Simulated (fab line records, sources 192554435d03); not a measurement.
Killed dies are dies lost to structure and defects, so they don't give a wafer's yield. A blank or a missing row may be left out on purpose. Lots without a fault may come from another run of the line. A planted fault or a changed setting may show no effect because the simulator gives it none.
Split-lot experiment | flow n5_finfet | 7 lots, 21 wafers read, on a route of 1938 steps

THE SPLIT
At N5_BEOL_M2_ALD_98 (deposits SiO2, target thk 2.5 nm, pulse time 1 s, co reactant pulse time 1 s), the setting ald_cycles was moved away from the recipe's 17 on 8 of the 21 wafers read, by -11.8% to +17.6%. The other wafers ran this setting at the recipe's value.

The reading is taken at the split's own step.

THE READING
SiO2_of_BEOL_M2_ALD_98.thk_nm (the simulator's own value, which no gauge read), in nm, at N5_BEOL_M2_ALD_98 (deposits SiO2, target thk 2.5 nm, pulse time 1 s, co reactant pulse time 1 s). The file gives no usual value for it. The 13 wafers here that ran the recipe average 2.5 nm, standard deviation 0.092 nm.

wafer  | tool, chamber at the split | ald_cycles as run | against the recipe | SiO2_of_BEOL_M2_ALD_98.thk_nm, nm | against lot-mates on the recipe
L074.1 | ald_sin-03, 1              | 20                | +17.6%             | 3                                 | +0.5
L074.4 | ald_sin-03, 2              | 17                | recipe             | 2.6                               | -
L074.5 | ald_sin-03, 0              | 17                | recipe             | 2.4                               | -
L077.1 | ald_sin-04, 3,1            | 20                | +17.6%             | 3                                 | +0.4
L077.3 | ald_sin-04, 3,1            | 20                | +17.6%             | 3                                 | +0.4
L077.4 | ald_sin-04, 0              | 17                | recipe             | 2.6                               | -
L079.1 | ald_sin-03, 1,3            | 17                | recipe             | 2.6                               | -
L079.3 | ald_sin-03, 1,3            | 17                | recipe             | 2.6                               | -
L079.2 | ald_sin-03, 0              | 17                | recipe             | 2.4                               | -
L084.1 | ald_sin-03, 3              | 17                | recipe             | 2.4                               | -
L084.3 | ald_sin-03, 1,3            | 15                | -11.8%             | 2.2                               | -0.2
L084.6 | ald_sin-03, 1,3            | 15                | -11.8%             | 2.2                               | -0.2
L085.2 | ald_sin-03, 0,2            | 18                | +5.9%              | 2.6                               | +0.2
L085.4 | ald_sin-03, 0,2            | 18                | +5.9%              | 2.6                               | +0.2
L085.5 | ald_sin-03, 3              | 17                | recipe             | 2.4                               | -
L088.1 | ald_sin-04, 1,3            | 17                | recipe             | 2.4                               | -
L088.5 | ald_sin-04, 1,3            | 17                | recipe             | 2.4                               | -
L088.4 | ald_sin-04, 3              | 16                | -5.9%              | 2.4                               | +0.0
L096.1 | ald_sin-02, 0,1,3          | 17                | recipe             | 2.4                               | -
L096.3 | ald_sin-02, 0,1,3          | 17                | recipe             | 2.4                               | -
L096.6 | ald_sin-02, 0,1,3          | 17                | recipe             | 2.4                               | -
Where a row lists several chambers, the file gives one row for several wafers and doesn't say which wafer went through which chamber.

THE FIT
A straight line over all 21 wafers: SiO2_of_BEOL_M2_ALD_98.thk_nm changes by +0.0274 nm for each +1% of ald_cycles; r = +0.94; the points scatter about the line by 0.084 nm.
The same after taking each lot's own level away (the mean of its wafers on the recipe; 21 wafers): +0.0222 nm for each +1%; r = +0.94; scatter 0.065 nm.
On that fit, the largest move of ald_cycles shifts the reading by 0.39 nm.
The lots' own levels span 2.40 to 2.60 nm, that is 2.2 times the standard deviation above.
So the lot-to-lot level changes the slope: the two fits differ.
Check: with one of the wafers moved furthest among these (+17.6%) left out of the fit, the line predicts +0.387 nm for it against its lot-mates. It came out at +0.5 nm against them.

OTHER SPLITS ON THESE WAFERS
These wafers also went through other splits before the reading. Each is held against what the fit with the lots' levels taken away leaves over:
other split on the same wafers         | wafers away from the commonest value | r with SiO2_of_BEOL_M2_ALD_98.thk_nm (lot level and that fit taken away)
N5_MOL_CONTACT_COAG_COAT_02 spin_rpm   | 11                                   | +0.00
N5_MOL_CONTACT_COAG_ALD_27 ald_cycles  | 10                                   | -0.26
N5_MOL_CONTACT_COAG_ALD_133 ald_cycles | 4                                    | -0.20
N5_BEOL_M1_ILD_DEP_00 time_s           | 7                                    | -0.12
N5_BEOL_M1_DESCUM_33 time_s            | 9                                    | +0.01
N5_BEOL_M2_COAT_22 spin_rpm            | 5                                    | -0.33

THE FILE'S OWN FIT
SiO2_of_BEOL_M2_ALD_98.thk_nm changes by +0.0234 nm for each +1% of ald_cycles, r = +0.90.
